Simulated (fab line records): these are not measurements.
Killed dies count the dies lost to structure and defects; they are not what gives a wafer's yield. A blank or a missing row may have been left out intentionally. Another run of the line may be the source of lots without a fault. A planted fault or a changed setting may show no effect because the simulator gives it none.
Which of the tools did it?    flow nand harc    13 lots with 39 wafers sampled at 5 steps, on a route of 1302 steps

WHAT THE GAUGES READ, wafer by wafer
NHARC_P_STI_OVL_MEAS_10. Usual: overlay x nm 1 nm, standard deviation 5; overlay y nm -1 nm, standard deviation 7.4.
lot   measured      on          overlay x nm (nm)  overlay y nm (nm)  flag
L300  day 2 19:33   overlay-01  -2 -2 -2           -4 -4 -4           
L301  day 3 05:40   overlay-01  -9 -7 -7           -3 -3 -3           
L302  day 3 17:26   overlay-01  4 4 4              -9 -9 -9           
L304  day 4 14:19   overlay-02  -2 -2 -2           -12 -11 -11        
L305  day 4 22:52   overlay-02  5 5 5              9 9 8              
L306  day 5 11:02   overlay-01  6 6 7              5 5 5              
L308  day 6 02:34   overlay-02  2 3 2              -7 -7 -7           
L309  day 6 16:52   overlay-02  1 0 1              1 1 1              
L310  day 7 04:28   overlay-01  5 5 5              -14 -15 -14        
L312  day 7 19:05   overlay-01  1 1 1              -7 -7 -6           
L314  day 8 14:54   overlay-02  -2 -2 -2           -10 -9 -10         
L322  day 12 03:15  overlay-01  2 2 2              3 3 3              
L323  day 12 11:41  overlay-01  -2 -2 -2           5 5 6              

NHARC_END_SORT_01. Usual: killed at array 46, standard deviation 15; killed at other 1.0, standard deviation 1.3; killed at periphery 4, standard deviation 3; killed dies 51, standard deviation 15; killed open 3.2, standard deviation 1.8; killed short 2.5, standard deviation 1.5.
lot   measured      on         killed at array  killed at other  killed at periphery  killed dies  killed open  killed short  flag
L300  day 26 01:38  prober-01  51 39 29         2 0 0            9 2 6                62 41 35     1 3 3        2 1 2         
L309  day 28 07:32  prober-01  85 57 73         1 1 3            10 6 3               96 64 79     3 3 2        4 4 1         
L310  day 28 22:12  prober-02  64 32 37         0 1 2            6 9 5                70 42 44     7 4 2        4 2 6         
L312  day 30 23:47  prober-01  41 47 43         0 1 0            6 3 4                47 51 47     2 0 6        4 2 4         
L314  day 30 02:52  prober-02  72 64 75         1 3 2            7 3 2                80 70 79     3 6 2        1 5 1         

TOOL THAT RAN EACH LOT (tool first, then ch and the chambers of the sampled wafers, then the start)
lot   NHARC_P_STI_ETCH_15               NHARC_P_GATE_HM_DEP_102                                          NHARC_P_GATE_ALD_36
L300  rie si-04 ch 0,1,3, day 2 20:01   acl dep-02 ch 0, day 4 21:02                                     ald sin-03 ch 1,3, day 5 01:21
L301  rie si-04 ch 0,1,3, day 3 06:07   acl dep-03 ch 0, day 5 05:15                                     ald sin-01 ch 1,3, day 5 08:46
L302  rie si-04 ch 1,2,3, day 3 17:55   acl dep-03 ch 0, day 5 21:23                                     ald sin-02 ch 0,3, day 6 00:08
L304  rie si-01 ch 1,3, day 4 14:45     acl dep-01 ch 0, day 7 02:17                                     ald sin-02 ch 0,2,3, day 7 07:11
L305  rie si-04 ch 0,2,3, day 4 23:19   acl dep-02 ch 0, day 7 01:51                                     ald sin-01 ch 1,2,3, day 7 05:45
L306  rie si-04 ch 2,3, day 5 11:32     acl dep-03 ch 0, day 7 20:23                                     ald sin-03 ch 0,2,3, day 8 01:13
L308  rie si-05 ch 0,1,3, day 6 03:01   acl dep-02 ch 0, day 8 07:44                                     ald sin-02 ch 1,3, day 8 10:24
L309  rie si-05 ch 1,2,3, day 6 17:19   acl dep-02 ch 0, day 9 02:34                                     ald sin-03 ch 0,1,2, day 9 05:15
L310  rie si-05 ch 0,1,3, day 7 04:57   acl dep-02 ch 0, day 9 10:18                                     ald sin-01 ch 0,1,2, day 9 14:08
L312  rie si-05 ch 0,1,2, day 7 19:34   acl dep-03 ch 0, day 9 16:18                                     ald sin-02 ch 2,3, day 10 18:19
L314  rie si-05 ch 1,2,3, day 8 15:28   acl dep-03 ch 0, day 10 23:34 and acl dep-01 ch 0, day 11 01:08  ald sin-03 ch 2,3, day 11 03:52
L322  rie si-05 ch 0,1,2, day 12 03:42  acl dep-03 ch 0, day 14 13:00                                    ald sin-02 ch 0,1,3, day 14 15:43
L323  rie si-01 ch 1,2,3, day 12 12:08  acl dep-03 ch 0, day 14 17:31                                    ald sin-03 ch 0,1,3, day 14 20:17
- NHARC_P_STI_ETCH_15: etches the open film in HBr/Cl2, target depth 300 nm, time 100.1 s.
- NHARC_P_GATE_HM_DEP_102: deposits aC, target thk 120 nm.
- NHARC_P_GATE_ALD_36: deposits SiNx, target thk 20 nm, pulse time 60 s, ald cycles 223.

WHAT THE TOOLS THEMSELVES READ (means of the sampled wafers that have a number; where no wafer has one, the mark that the record gives instead)
NHARC_P_STI_ETCH_15. Usual: bias w 100.0 W, standard deviation 0.3; drypump motor current A 5.7 A, standard deviation 0.47; oes product au 1.001 a.u., standard deviation 0.012; throttle valve pct 26.406 %, standard deviation 0.0085.
lot   tool       bias w (W)  drypump motor current A (A)  oes product au (a.u.)  throttle valve pct (%)  flag
L300  rie si-04  100.1       6.2                          0.995                  26.412                  
L301  rie si-04  99.9        6.2                          0.994                  26.411                  
L302  rie si-04  99.8        6.1                          0.997                  26.408                  
L304  rie si-01  100.1       5.5                          1.013                  26.401                  
L305  rie si-04  99.9        5.9                          0.993                  26.411                  
L306  rie si-04  100.1       6.2                          0.993                  26.412                  
L308  rie si-05  100.2       5.3                          0.996                  26.402                  
L309  rie si-05  100.1       5.4                          1.010                  26.413                  
L310  rie si-05  100.0       5.3                          1.008                  26.407                  
L312  rie si-05  99.8        5.2                          1.003                  26.404                  
L314  rie si-05  100.0       5.4                          1.014                  26.394                  
L322  rie si-05  99.9        5.2                          1.009                  26.402                  
L323  rie si-01  100.1       5.6                          0.996                  26.415                  

NHARC_P_GATE_HM_DEP_102. Usual: throttle valve pct at 34.998 %, with a standard deviation of 0.0097.
lot   tool                   throttle valve pct (%)  flag
L300  acl dep-02             34.995                  
L301  acl dep-03             35.000                  
L302  acl dep-03             34.995                  
L304  acl dep-01             34.995                  
L305  acl dep-02             34.999                  
L306  acl dep-03             35.006                  
L308  acl dep-02             35.001                  
L309  acl dep-02             35.005                  
L310  acl dep-02             34.999                  
L312  acl dep-03             35.001                  
L314  acl dep-03/acl dep-01  35.002                  
L322  acl dep-03             35.001                  
L323  acl dep-03             35.003                  

NHARC_P_GATE_ALD_36. Usual: heater power w 840 W, standard deviation 92; precursor pulse height rel 1.000, standard deviation 0.019.
lot   tool        heater power w (W)  precursor pulse height rel  flag
L300  ald sin-03  989                 1.019                       
L301  ald sin-01  821                 1.001                       
L302  ald sin-02  761                 0.999                       
L304  ald sin-02  783                 0.994                       
L305  ald sin-01  865                 1.015                       
L306  ald sin-03  875                 0.996                       
L308  ald sin-02  728                 1.011                       
L309  ald sin-03  920                 0.990                       
L310  ald sin-01  838                 0.993                       
L312  ald sin-02  756                 1.002                       
L314  ald sin-03  865                 0.998                       
L322  ald sin-02  762                 0.992                       
L323  ald sin-03  953                 0.988                       

THE ANSWER, worked out from the rows above alone
Rule: a lot is off if the mean of its wafers that have a number lies more than 3 standard deviations from the usual mean. A lot without any number at a reading at which 4 lots or more have one is off too. Where the step has rows for the other lots, those lots are counted as sound. First the gauges in route order, then the tools' own readings, where a lot's mean is used as printed above. The first step at which some lot is off is used, and at that step the reading that is off furthest; a lot without a number counts as furthest.
Nothing can be told from this: no lot is off at any reading shown.

WHAT WAS PUT IN BY THE SIMULATOR
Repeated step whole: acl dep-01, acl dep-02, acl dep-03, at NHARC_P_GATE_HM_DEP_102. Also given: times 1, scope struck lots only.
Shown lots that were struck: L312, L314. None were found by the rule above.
